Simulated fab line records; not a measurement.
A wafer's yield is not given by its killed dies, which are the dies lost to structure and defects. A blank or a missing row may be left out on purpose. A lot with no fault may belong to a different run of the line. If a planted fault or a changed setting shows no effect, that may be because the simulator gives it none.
Matching of chambers :: flow n5_finfet :: ald_metal-01 running N5_BEOL_M3_ALD_84: 4 sister chambers
The step deposits TaN, pulse time 2 s, purge time 3 s, co reactant purge time 2 s. 16 wafers are shown with their chamber, then 8 later ones without.

WAFERS WITH THEIR CHAMBER
wafer: L075.2
chamber: 3
heater_power_outer_w (W): 225
heater_power_w (W): 444
precursor_vessel_pressure_torr (Torr): 26.33

wafer: L075.5
chamber: 0
heater_power_outer_w (W): 260
heater_power_w (W): 451
precursor_vessel_pressure_torr (Torr): 26.28

wafer: L075.6
chamber: 3
heater_power_outer_w (W): 228
heater_power_w (W): 441
precursor_vessel_pressure_torr (Torr): 26.20

wafer: L078.4
chamber: 1
heater_power_outer_w (W): 193
heater_power_w (W): 350
precursor_vessel_pressure_torr (Torr): 26.23

wafer: L078.5
chamber: 3
heater_power_outer_w (W): 225
heater_power_w (W): 457
precursor_vessel_pressure_torr (Torr): 26.23

wafer: L078.6
chamber: 2
heater_power_outer_w (W): 294
heater_power_w (W): 514
precursor_vessel_pressure_torr (Torr): 26.29

wafer: L084.1
chamber: 1
heater_power_outer_w (W): 192
heater_power_w (W): 358
precursor_vessel_pressure_torr (Torr): 26.26

wafer: L084.4
chamber: 2
heater_power_outer_w (W): 290
heater_power_w (W): 519
precursor_vessel_pressure_torr (Torr): 26.18

wafer: L084.6
chamber: 2
heater_power_outer_w (W): 284
heater_power_w (W): 522
precursor_vessel_pressure_torr (Torr): 26.23

wafer: L085.1
chamber: 0
heater_power_outer_w (W): 264
heater_power_w (W): 454
precursor_vessel_pressure_torr (Torr): 26.30

wafer: L085.4
chamber: 2
heater_power_outer_w (W): 300
heater_power_w (W): 518
precursor_vessel_pressure_torr (Torr): 26.27

wafer: L085.6
chamber: 2
heater_power_outer_w (W): 294
heater_power_w (W): 516
precursor_vessel_pressure_torr (Torr): 26.28

wafer: L088.1
chamber: 0
heater_power_outer_w (W): 257
heater_power_w (W): 458
precursor_vessel_pressure_torr (Torr): 26.29

wafer: L088.3
chamber: 3
heater_power_outer_w (W): 224
heater_power_w (W): 441
precursor_vessel_pressure_torr (Torr): 26.24

wafer: L088.5
chamber: 2
heater_power_outer_w (W): 296
heater_power_w (W): 526
precursor_vessel_pressure_torr (Torr): 26.26

wafer: L091.2
chamber: 2
heater_power_outer_w (W): 291
heater_power_w (W): 517
precursor_vessel_pressure_torr (Torr): 26.19

SIGNATURES (averages over the wafers above)
reading: heater_power_outer_w
chamber 0: 260.33
chamber 1: 192.50
chamber 2: 292.71
chamber 3: 225.50
scatter within a chamber: 3.95

reading: heater_power_w
chamber 0: 454.33
chamber 1: 354.00
chamber 2: 518.86
chamber 3: 445.75
scatter within a chamber: 5.23

reading: precursor_vessel_pressure_torr
chamber 0: 26.2900
chamber 1: 26.2450
chamber 2: 26.2429
chamber 3: 26.2500
scatter within a chamber: 0.0424
Rule: a wafer's distance from a chamber is the root of the sum, over the readings, of the square of ((its reading less the chamber's mean) divided by the reading's scatter). If the next closest chamber is less than 2 further off than the closest, the wafer can't be placed; otherwise it belongs to the closest. The scatter: take each reading less its chamber's mean, square it, sum over the shown wafers, divide by the number of wafers less the number of chambers, and take the root.

WAFERS WHOSE CHAMBER IS MISSING
wafer: L091.3
heater_power_outer_w (W): 255
heater_power_w (W): 453
precursor_vessel_pressure_torr (Torr): 26.24

wafer: L091.4
heater_power_outer_w (W): 196
heater_power_w (W): 363
precursor_vessel_pressure_torr (Torr): 26.30

wafer: L094.2
heater_power_outer_w (W): 197
heater_power_w (W): 361
precursor_vessel_pressure_torr (Torr): 26.23

wafer: L094.3
heater_power_outer_w (W): 225
heater_power_w (W): 456
precursor_vessel_pressure_torr (Torr): 26.24

wafer: L094.5
heater_power_outer_w (W): 193
heater_power_w (W): 369
precursor_vessel_pressure_torr (Torr): 26.24

wafer: L097.1
heater_power_outer_w (W): 229
heater_power_w (W): 453
precursor_vessel_pressure_torr (Torr): 26.29

wafer: L097.4
heater_power_outer_w (W): 190
heater_power_w (W): 366
precursor_vessel_pressure_torr (Torr): 26.29

wafer: L097.5
heater_power_outer_w (W): 225
heater_power_w (W): 445
precursor_vessel_pressure_torr (Torr): 26.25

WHICH CHAMBER EACH ONE RAN IN
wafer: L091.3
from the rows above: 0
in truth: 0

wafer: L091.4
from the rows above: 1
in truth: 1

wafer: L094.2
from the rows above: 1
in truth: 1

wafer: L094.3
from the rows above: 3
in truth: 3

wafer: L094.5
from the rows above: 1
in truth: 1

wafer: L097.1
from the rows above: 3
in truth: 3

wafer: L097.4
from the rows above: 1
in truth: 1

wafer: L097.5
from the rows above: 3
in truth: 3
Correctly placed: 8 of 8. Left unplaced by these rows: 0. Placed wrongly: 0.
